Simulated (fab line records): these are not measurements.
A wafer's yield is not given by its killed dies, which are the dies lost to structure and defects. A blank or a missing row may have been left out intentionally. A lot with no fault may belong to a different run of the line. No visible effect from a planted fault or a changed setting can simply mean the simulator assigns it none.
Struck lot and sound lot, side by side -- flow n5Finfet -- 25 out of 1938 route steps
Sound: the wafers L797.3, L797.4, L797.6. Struck: wafers L812.3, L812.5, L812.6. At the end, the cause is stated.
For every step that has rows: the tool of each side, followed by ch and its chambers, followed by its first start. Under that, the readings that differ: sound wafers -- struck wafers -- difference of the means -- sigmas: that difference in standard deviations of wafers without a fault.
alike: readings whose means differ by less than 2 such deviations, and words and numbers that are the same on both sides. not compared: withheld readings, readings that some wafer has no value for, bounds like >300 that may hide the same value, and numbers for which the record gives no deviation and whose values overlap.
Wherever a step has rows on one side only, a row that says differs or no value, or a row with sigmas, the two part there. When numbers do not overlap yet have no deviation, they are printed without sigmas and do not part them. Lack of a reading on every wafer of one side parts them only where that side has two or more wafers.

N5_BEOL_M11_OVL_MEAS_12:
  sound on overlay-01 ch 0, day 11 02:34; struck on overlay-01 ch 0, day 15 05:17
  alike: M11_OVL
N5_BEOL_M11_INSPECT_13: inspects for defects (brightfield).
  sound: defectInspect-01 at day 11 02:35; struck: defectInspect-01 at day 15 05:19
  alike: rawDefectCount
N5_BEOL_M11_DESCUM_16: chemistry O2, time 7.9 s.
  sound on rieDiel-04 ch 1,3, day 11 02:37; struck on rieDiel-04 ch 1,2, day 15 05:33
  alike: drypumpMotorCurrentA, oesProductAu, rfVppV, showerheadPlenumPTorr, throttleValvePct
  not compared: rfHoursCounterH
then, 1 step without rows for these wafers: N5_BEOL_M11_ETCH_61 (etches SiARC in CF4, target depth 39 nm, time 65 s).
N5_BEOL_M11_ETCH_62: etches SOC in N2/H2, target depth 110 nm, overetch 22 nm, time 165 s.
  sound on rieDiel-04 ch 1,3, day 11 02:43; struck on rieDiel-04 ch 1,2, day 15 05:38
  alike: drypumpMotorCurrentA, oesProductAu, rfVppV, showerheadPlenumPTorr, throttleValvePct
  not compared: rfHoursCounterH
then, 1 step without rows for these wafers: N5_BEOL_M11_STRIP_68 (strips in N2/H2).
N5_BEOL_M11_STRIP_67: strips in CF4.
  sound on rieDiel-04 ch 1,3, day 11 02:51; struck on rieDiel-04 ch 1,2, day 15 05:47
  alike: drypumpMotorCurrentA, oesProductAu, rfVppV, showerheadPlenumPTorr, throttleValvePct
  not compared: rfHoursCounterH
N5_BEOL_M11_HM_OPEN_17: chemistry Cl2/BCl3, target TiN, target depth 20 nm, overetch 6 nm.
  sound on rieMetal-02 ch 0,1, day 11 02:55; struck on rieMetal-02 ch 0,1, day 15 05:52
  alike: drypumpMotorCurrentA, oesProductAu, throttleValvePct
  not compared: rfHoursCounterH
then, 1 step without rows for these wafers: N5_BEOL_M11_STRIP_19 (strips in O2).
N5_BEOL_M11_CD_MEAS_18: pitch 140 nm, target cd 70 nm.
  sound: cdSem-02 at day 11 03:05; struck: cdSem-02 at day 15 06:05
  alike: cdNm
then, 2 steps without rows for these wafers: N5_BEOL_M11_COAT_63 (time 60 s, resist thk 100 nm); N5_BEOL_M11_COAT_64 (time 60 s, resist thk 30 nm).
N5_BEOL_M11_COAT_22: resist thk 90 nm.
  sound on lithoTrack-01 ch 0, day 11 06:04; struck on lithoTrack-01 ch 0, day 15 07:35
reading,sound,struck,difference,sigmas
spinSpeedRpm (rpm),1499.5 1498.5 1500.3,1707.2 1708.2 1705.4,+207.5,+99 or more
model.CAR-ArF_of_BEOL_M11_COAT_22.thkNm (nm),89.8 89.6 89.8,84.4 84 84.2,-5.5,
then, 5 steps without rows for these wafers: N5_BEOL_M11_EBR_24; N5_BEOL_M11_SOFTBAKE_23 (time 60 s); N5_BEOL_M11_EXPOSE_25 (exposes mask V10); N5_BEOL_M11_PEB_26 (peb time 60 s); N5_BEOL_M11_DEVELOP_27 (develop time 30 s).
N5_BEOL_M11_CD_MEAS_28: the cd target is 70 nm.
  sound on cdSem-03 ch 0, day 11 06:26; struck on cdSem-03 ch 0, day 15 08:07
  alike: cdNm
N5_BEOL_M11_OVL_MEAS_29:
  sound on overlay-02 ch 0, day 11 06:28; struck on overlay-01 ch 0, day 15 08:08
  alike: V10_OVL
N5_BEOL_M11_INSPECT_30: inspects for defects (brightfield).
  sound: defectInspect-02 at day 11 06:29; struck: defectInspect-01 at day 15 08:10
  alike: rawDefectCount
then, 1 step without rows for these wafers: N5_BEOL_M11_DESCUM_33 (chemistry O2, time 7.9 s).
N5_BEOL_M11_ETCH_65: etches SiARC in CF4, target depth 39 nm, time 65 s.
  sound on rieDiel-02 ch 0,2, day 11 06:34; struck on rieDiel-02 ch 0,3, day 15 08:28
reading,sound,struck,difference,sigmas
model.CAR-ArF_of_BEOL_M11_COAT_22.thkNm (nm),55.4 55.2 55.4,50 49.6 49.6,-6,
  alike: drypumpMotorCurrentA, etchRfOnTimeS, oesProductAu, rfVppV, showerheadPlenumPTorr, throttleValvePct
  not compared: rfHoursCounterH
N5_BEOL_M11_ETCH_66: etches SOC in N2/H2, target depth 120 nm, overetch 24 nm, time 180 s.
  sound on rieDiel-02 ch 0,2, day 11 06:37; struck on rieDiel-02 ch 0,3, day 15 08:31
  alike: drypumpMotorCurrentA, oesProductAu, rfVppV, showerheadPlenumPTorr, throttleValvePct
  not compared: rfHoursCounterH
N5_PASSIVATION_PROBE_49:
  sound: prober-02 at day 13 09:05; struck: prober-02 at day 17 03:20
  alike: defectLimitedYield, killed_at_M0_to_M3, killed_at_M4_up, killedAtContacts, killedAtFrontEnd, killedAtOther, killedDies, killedOpen, killedShort, sort_bin_5_function, sort_bin_6_memory, sortNPass, sortYieldPct

## WHERE THEY PART
Only at N5_BEOL_M11_COAT_22, within this record. Later steps at which nothing parts them and some readings are alike: N5_BEOL_M11_CD_MEAS_28, N5_BEOL_M11_OVL_MEAS_29, N5_BEOL_M11_INSPECT_30, N5_BEOL_M11_ETCH_65, N5_BEOL_M11_ETCH_66, N5_PASSIVATION_PROBE_49.

WHY: what had been put in by the simulator
Process parameters drifting: lithoTrack-01 at N5_BEOL_M11_COAT_22, beginning at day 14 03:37. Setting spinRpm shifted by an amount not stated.
